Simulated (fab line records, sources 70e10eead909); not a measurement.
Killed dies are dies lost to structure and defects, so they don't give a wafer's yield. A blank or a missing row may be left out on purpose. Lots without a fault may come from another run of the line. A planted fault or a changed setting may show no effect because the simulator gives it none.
fab line records | flow nand_harc
record lots=12 wafers=32 last_day=29
route steps=1159 shown P_M2@350 P_BONDPAD@353 A_ZERO_WELL@401 END@1159
lots that met no fault: from a run of the same line without faults
start_h: hours from the record's first day to the start of the lot's first wafer shown | wait_h: hours since the lot's step before | " the same as in the row above | L1.1+2: a row that stands for several wafers | - no value, or no start given | * or withheld: withheld | < > ~ a bound
route shown NAME@n: a module of which the file shows steps, and the number in the route of the first | usual: mean/standard deviation of fault-free wafers | same: alike in all rows | chamber/n: place in a boat | sites: the reading at each site | _std_site: their standard deviation | _edge_site: outer sites' mean less inner sites' | radius_mm: how far each site lies from the wafer's centre | mask NAME#n: copy n | behind: the tool/chamber that last shaped the wafer | hold: why the lot was held/for how many hours/how that ended | device: the transistor (n, p or np) that didn't switch | end of line: the same wafers' tests at the end of the route | a step without rows: its recipe alone | killed: dies lost to structure and defects at the first sort, not the wafer's yield | map: a wafer's dies, x killed, . not, _ none there
set.NAME: the setting as run; set.NAME@STEP: as run at that earlier step | model.NAME: the simulator's own value behind a step, which no gauge read
steps of the route over a sample of lots; a table a step, a row a wafer
services: from which hour (start_h, from the record's first day; less than 0 if before it) a tool's chamber was out of use, for how many hours, and why
## steps
# step NHARC_P_M2_DEP_33
# recipe target_thk_a=300 temp_c=370 target_thk_nm=30 pressure_torr=3 flow_sccm=200 rf_w=450 material=SiCN
# usual heater_power_w=575/72 rf_fwd_power_W=449.3/1.3
# columns lot.wafer tool chamber start_h wait_h heater_power_w rf_fwd_power_W
L474.1 pecvd-02 2 187.43 0.1 569 448.6
L474.2 " 0 " " 588 449.1
L474.5 " 2 " " 587 449.1
L476.1 pecvd-01 1 187.80 0.1 533 449.8
L476.4 " 2 " " 667 447.3
L476.6 " 0 " " 531 448.4
L475.2 pecvd-01 2 188.65 0.1 713 449.1
L475.1 " 0 " " 597 450.2
L475.6 " 0 " " 604 447.7
L473.1 pecvd-01 2 190.27 0.1 722 448.0
L473.5 " 1 " " 549 452.3
L473.6 " 2 " " 723 450.0
L477.1 pecvd-02 0 191.21 0.1 607 448.6
L477.3 " 2 " " 678 447.9
L477.6 " 0 " " 600 449.6
L480.2 pecvd-02 1 200.10 0.1 551 447.9
L480.3 " 2 " " 679 448.5
L480.6 " 0 " " 595 447.2
L479.4 pecvd-01 0 202.08 0.2 509 449.1
L479.6 " 1 " " 487 448.8
L479.5 " 2 " " 741 450.1
L478.6 pecvd-02 1 204.41 0.2 575 447.8
L481.5 pecvd-02 1 207.11 0.2 611 449.5
L489.2 pecvd-04 1 225.66 0.1 510 450.1
L489.1 " 2 " " 460 450.1
L489.6 " 2 " " 473 450.6
L490.4 pecvd-01 0 229.55 0.2 581 450.4
L490.5 " 1 " " 494 450.5
L490.6 " 2 " " 702 447.6
L495.1 pecvd-01 0 259.09 0.1 587 447.2
L495.5 " 0 " " 600 448.0
L495.4 " 1 " " 525 449.6
# step NHARC_P_BONDPAD_THK_MEAS_33
# recipe thk_meas_gauge=ellipsometry
# usual thk_nm=200.1/1.5
# columns lot.wafer tool chamber start_h wait_h thk_nm
L474.1 film_metro-01 - 188.46 0.1 200.4
L474.2 " - " " 198.2
L474.5 " - " " 201.2
L476.1 film_metro-01 - 188.85 0.2 200.7
L476.4 " - " " 202.0
L476.6 " - " " 199.4
L475.1 film_metro-01 - 189.70 0.1 203.4
L475.2 " - " " 200.8
L475.6 " - " " 201.5
L473.1 film_metro-02 - 191.25 0.2 197.3
L473.5 " - " " 199.7
L473.6 " - " " 202.0
L477.1 film_metro-02 - 192.28 0.2 199.6
L477.3 " - " " 198.3
L477.6 " - " " 201.5
L480.2 film_metro-01 - 201.15 0.2 198.9
L480.3 " - " " 201.6
L480.6 " - " " 198.2
L479.4 film_metro-02 - 203.01 0.2 201.8
L479.5 " - " " 200.4
L479.6 " - " " 198.4
L478.6 film_metro-01 - 205.45 0.1 199.8
L481.5 film_metro-02 - 208.01 0.1 200.5
L489.1 film_metro-01 - 226.70 0.2 197.2
L489.2 " - " " 199.4
L489.6 " - " " 199.3
L490.4 film_metro-02 - 230.48 0.2 199.6
L490.5 " - " " 198.6
L490.6 " - " " 199.0
L495.1 film_metro-02 - 260.09 0.2 199.1
L495.4 " - " " 199.6
L495.5 " - " " 199.8
# step NHARC_P_BONDPAD_CMP_19
# recipe t_overpolish_s=30 cu_recess_touch_s=16 target_thk_nm=160.81
# usual motor_current_A=12.1/1.5 overpolish_run_s=29.999/0.0089 retaining_ring_pressure_frac=1.001/0.005
# columns lot.wafer tool chamber start_h wait_h motor_current_A overpolish_run_s retaining_ring_pressure_frac
L474.2 cmp-01 3 191.31 - 13.6 30.007 1.002
L474.1 " 1 " " 12.9 30.002 1.000
L474.5 " 3 " " 13.7 30.004 1.008
L476.1 cmp-01 0 191.93 - 12.8 30.007 1.003
L476.4 " 3 " " 12.9 30.001 1.000
L476.6 " 1 " " 13.3 30.009 0.997
L475.1 cmp-04 1 192.92 - 11.8 30.011 1.009
L475.2 " 3 " " 12.3 29.996 1.001
L475.6 " 2 " " 12.9 29.999 1.008
L473.1 cmp-01 2 194.25 - 11.0 30.009 1.001
L473.6 " 1 " " 12.6 30.015 1.001
L473.5 " 2 " " 11.4 30.002 1.003
L477.3 cmp-03 3 195.34 - 15.1 29.990 1.005
L477.1 " 0 " " 9.8 30.002 1.004
L477.6 " 3 " " 15.3 29.999 0.997
L480.2 cmp-03 2 203.92 - 11.3 29.999 0.996
L480.3 " 3 " " 15.0 30.004 0.997
L480.6 " 0 " " 9.3 30.010 1.001
L479.4 cmp-01 0 205.72 - 12.7 29.997 0.998
L479.6 " 3 " " 13.6 30.016 0.997
L479.5 " 0 " " 13.0 30.013 0.996
L478.6 cmp-01 1 208.61 - 12.3 30.008 1.006
L481.5 cmp-04 0 210.89 - 11.0 29.988 1.000
L489.1 cmp-03 2 230.10 - 11.5 30.007 1.000
L489.2 " 3 " " 14.5 30.003 1.003
L489.6 " 2 " " 11.3 30.005 1.005
L490.4 cmp-04 2 233.25 - 12.9 30.004 0.996
L490.5 " 2 " " 13.3 29.990 1.001
L490.6 " 3 " " 12.1 29.984 1.012
L495.1 cmp-04 0 262.96 - 11.6 29.993 1.004
L495.4 " 1 " " 11.9 29.996 0.994
L495.5 " 2 " " 13.2 30.003 0.995
# step NHARC_P_BONDPAD_ACTIVATE_29
# recipe time_s=60 n2_flow_sccm=200 ar_flow_sccm=0 bias_power_w=0 chemistry=N2
# usual drypump_motor_current_A=5.9/0.33 mfc_ar_sccm=0.008/0.013 oes_product_au=0.996/0.011 rf_vpp_V=64.2/0.94 showerhead_plenum_p_Torr=1.78/0.074
# columns lot.wafer tool chamber start_h wait_h hold drypump_motor_current_A mfc_ar_sccm oes_product_au rf_hours_counter_h rf_vpp_V showerhead_plenum_p_Torr
L474.2 rie_diel-01 0 191.93 0.1 - 6.0 0.033 1.002 7 63.1 1.80
L474.1 " 1 " " - 6.4 0 0.979 5 62.8 1.70
L474.5 " 1 " " - 6.4 0 0.988 - 61.6 1.70
L476.1 rie_diel-01 3 192.53 0.1 - 5.8 0 0.988 7 66.2 1.76
L476.4 " 1 " " - 6.4 0 0.982 5 64.8 1.70
L476.6 " 2 " " - 6.0 0 0.996 - 64.1 1.88
L475.2 rie_diel-01 1 193.57 0.1 - 6.4 0 0.989 5 63.8 1.70
L475.1 " 3 " " - 5.7 0 0.998 7 64.0 1.76
L475.6 " 1 " " - 6.4 0 0.987 - 63.9 1.70
L473.1 rie_diel-01 0 194.92 0.1 - 6.0 0.033 1.005 7 64.3 1.80
L473.5 " 1 " " - 6.4 0 0.982 - 64.4 1.70
L473.6 " 2 " " - 6.0 0 1.004 - 62.5 1.88
L477.3 rie_diel-05 1 195.95 0.1 - 6.1 0 1.009 4 64.6 1.74
L477.1 " 2 " " - 6.4 0 0.995 4 65.1 1.85
L477.6 " 0 " " - 5.2 0 0.990 - 64.4 1.79
L480.3 rie_diel-05 2 204.48 0.1 - 6.4 0 0.985 7 63.6 1.85
L480.2 " 0 " " - 5.2 0 0.974 7 65.1 1.79
L480.6 " 3 " " - 5.5 0.017 1.002 - 63.4 1.70
L479.4 rie_diel-01 0 206.33 0.1 - 6.0 0.033 0.991 8 63.3 1.80
L479.6 " 2 " " - 6.0 0 1.004 - 64.2 1.88
L479.5 " 3 " " - 5.7 0 1.001 - 63.5 1.76
L478.6 rie_diel-05 2 211.83 2.6 await_dispo/2.2h/release 6.5 0 1.000 - 65.2 1.85
L481.5 rie_diel-11 1 214.55 3.1 await_dispo/3.0h/release 5.8 0 1.002 - 64.5 1.84
L489.2 rie_diel-01 0 230.70 0.1 - 6.0 0.033 0.996 11 64.2 1.80
L489.1 " 1 " " - 6.4 0 0.971 10 64.4 1.69
L489.6 " 3 " " - 5.7 0 0.990 - 63.2 1.76
L490.4 rie_diel-11 1 233.86 0.1 - 5.9 0 0.996 2 63.0 1.84
L490.6 " 1 " " - 5.8 0 0.996 - 63.6 1.84
L490.5 " 2 " " - 5.9 0 0.969 - 63.3 1.66
L495.1 rie_diel-01 2 263.52 0.1 - 6.0 0 1.002 12 64.5 1.88
L495.4 " 3 " " - 5.7 0 0.997 - 63.3 1.75
L495.5 " 1 " " - 6.4 0 0.976 - 63.2 1.69
# step NHARC_A_ZERO_WELL_CD_MEAS_10
# recipe target_cd_nm=2000 landing_energy_ev=500
# usual cd_nm=1999.8/1.6
# columns lot.wafer tool chamber start_h wait_h cd_nm
L474.1 cd_sem-03 0 193.19 - 1999.6
L474.2 " 0 " " 1996.8
L474.5 " 0 " " 1999.0
L476.1 cd_sem-02 0 193.77 - 2000.0
L476.4 " 0 " " 1998.4
L476.6 " 0 " " 1997.0
L475.1 cd_sem-02 0 194.69 - 1999.4
L475.2 " 0 " " 1998.5
L475.6 " 0 " " 1999.3
L473.1 cd_sem-02 0 196.22 - 2000.9
L473.5 " 0 " " 2000.4
L473.6 " 0 " " 2003.3
L477.1 cd_sem-01 0 197.19 - 2000.4
L477.3 " 0 " " 2000.1
L477.6 " 0 " " 2002.1
L480.2 cd_sem-03 0 205.74 - 2003.1
L480.3 " 0 " " 2001.3
L480.6 " 0 " " 1999.9
L479.4 cd_sem-03 0 207.56 - 1999.0
L479.5 " 0 " " 1999.5
L479.6 " 0 " " 2004.1
L478.6 cd_sem-03 0 212.92 - 1997.0
L481.5 cd_sem-01 0 215.63 - 2002.6
L489.1 cd_sem-01 0 231.93 - 1998.9
L489.2 " 0 " " 2001.1
L489.6 " 0 " " 2000.2
L490.4 cd_sem-02 0 235.15 - 1999.7
L490.5 " 0 " " 1999.0
L490.6 " 0 " " 1997.9
L495.1 cd_sem-03 0 264.76 - 1999.6
L495.4 " 0 " " 1999.0
L495.5 " 0 " " 1999.7
# step NHARC_END_SORT_01
# recipe temp_c=25
# usual defect_limited_yield=95.1/1.7 killed_at_array=29/11 killed_at_other=0.5/0.85 killed_at_periphery=3.0/2.3 killed_dies=33/12 killed_open=3.3/1.9 killed_short=2.0/1.5 sort_bin_2_pct=1.5/0.66 sort_bin_3_pct=0.25/0.21 sort_bin_4_pct=3.1/1.2 sort_n_pass=644/12 sort_rim_yield_pct=96.7/2 sort_yield_pct=95.1/1.7
# same gross_dies=677 sort_bin_5_pct[%]=0 sort_bin_6_pct[%]=0 sort_bin_7_pct[%]=0 sort_bin_8_pct[%]=0 sort_rim_n_gross=106.00
# columns lot.wafer tool chamber start_h wait_h defect_limited_yield[%] killed_at_array killed_at_other killed_at_periphery killed_dies killed_open killed_short sort_bin_2_pct[%] sort_bin_3_pct[%] sort_bin_4_pct[%] sort_n_pass sort_rim_yield_pct[%] sort_yield_pct[%]
L481.5 prober-02 0 595.08 3.7 86.9 9 0 80 89 4 1 5.3 3.99 3.8 588 89.6 86.9
L478.6 prober-02 0 603.76 4.1 83.5 25 2 85 112 7 3 7.1 3.10 6.4 565 84.9 83.5
# killed by level:class
L481.5 P_M2:unspecified=79 A_CONTACT:geometric_particle:open=2 A_CONTACT:chamber_film_flake=2 P_CONTACT:geometric_particle:open=1 A_CHANNEL_FILL_D1:geometric_particle:short=1 A_WL_FILL:geometric_particle:open=1 A_ZERO_WELL:chamber_film_flake=1 A_CHANNEL_HOLE_D1:chamber_film_flake=1
L478.6 P_M2:unspecified=79 A_CHANNEL_HOLE_D1:chamber_film_flake=7 P_ZERO_WELL:chamber_film_flake=4 A_CONTACT:geometric_particle:open=3 A_CHANNEL_FILL_D1:chamber_film_flake=3 A_SGD_CUT:chamber_film_flake=3 A_CONTACT:chamber_film_flake=3 A_ONON_D1:geometric_particle:short=2
## services
# columns tool chamber start_h hours kind
rie_diel-05 - 163.60 9.0 pm
rie_diel-01 2 166.91 5.6 repair
rie_diel-01 0 171.30 - clean
rie_diel-01 1 171.30 - clean
rie_diel-01 3 171.30 - clean
rie_diel-01 1 173.41 8.6 repair
rie_diel-11 0 178.67 3.2 repair
cmp-01 - 179.50 4.0 pm
pecvd-02 - 184.09 1.5 repair
rie_diel-11 - 189.51 9.0 pm
pecvd-04 - 195.00 13.0 pm
cmp-04 - 197.70 0.6 repair
cmp-04 - 203.14 4.0 pm
cmp-03 - 205.52 5.8 repair
rie_diel-05 0 209.18 6.5 repair
rie_diel-01 2 215.67 2.9 repair
cmp-03 - 224.99 0.2 repair
pecvd-01 - 237.16 13.0 pm
rie_diel-01 1 241.90 7.6 repair
rie_diel-11 1 247.87 8.7 repair
cmp-03 - 254.05 4.0 pm
rie_diel-01 3 254.73 4.3 repair
rie_diel-01 0 256.57 8.6 repair
rie_diel-05 - 262.28 3.0 repair
## key
first_sign step=NHARC_END_SORT_01 reading=killed_at_periphery direction=up sigmas=35 usual=3.0 struck=82.5
effect step=NHARC_END_SORT_01 reading=defect_limited_yield direction=down sigmas=5.7 usual=95.1 struck=85.2
more_kills_born_at NHARC_P_M2_DEP_33@pecvd-02=158
met_at NHARC_P_M2_DEP_33
struck_lots L478,L481
struck_wafers L478.6,L481.5
not_acting_at NHARC_P_BONDPAD_THK_MEAS_33,NHARC_P_BONDPAD_CMP_19,NHARC_A_ZERO_WELL_CD_MEAS_10
onset_between 200.10 204.41
fault kind=chamber_particle_source tool=pecvd-02 chamber=1 onset_h=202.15 steps=NHARC_P_M2_DEP_33 rate_per_visit_cm2=0.94731 end_h=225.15
